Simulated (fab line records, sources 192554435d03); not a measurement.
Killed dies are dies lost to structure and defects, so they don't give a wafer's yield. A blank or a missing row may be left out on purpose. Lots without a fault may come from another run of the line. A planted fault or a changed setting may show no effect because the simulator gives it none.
Chamber matching | flow n5_finfet | N5_DUMMY_GATE_ETCH_23 on rie_si-01: 4 sister chambers
The step etches poly-Si in HBr/Cl2/O2, target depth 41 nm, time 22.3 s. 4 wafers are shown with their chamber, then 8 later ones without.

WAFERS WITH THEIR CHAMBER
wafer  | chamber | throttle_valve_pct (%)
L087.4 | 3       | 36.9
L089.1 | 2       | 36.8
L089.5 | 0       | 37.3
L092.2 | 1       | 38.1

WAFERS WITHOUT THEIR CHAMBER
wafer  | throttle_valve_pct (%)
L092.3 | 36.8
L092.4 | 37.3
L093.1 | 36.9
L093.3 | 38.0
L093.6 | 37.3
L097.1 | 37.3
L097.3 | 36.8
L097.5 | 38.0

WHICH CHAMBER EACH WENT THROUGH
wafer  | from the rows above | in truth
L092.3 | 2                   | 2
L092.4 | 0                   | 0
L093.1 | 3                   | 3
L093.3 | 1                   | 1
L093.6 | 0                   | 0
L097.1 | 0                   | 0
L097.3 | 2                   | 2
L097.5 | 1                   | 1
Placed correctly: 8 of 8. Can't be placed from these rows: 0. Placed wrongly: 0.
How it was worked out, from the rows above alone: a wafer's distance from a chamber is the root of the sum, over the readings, of the square of ((its reading less the chamber's mean) divided by the reading's scatter). The wafer belongs to the nearest chamber; if the next one is less than 2 further off, it can't be placed. A chamber's mean is the mean of its shown wafers. The scatter: with one shown wafer a chamber, the root of the mean of the squares of how far each hidden wafer lies from its nearest shown one.
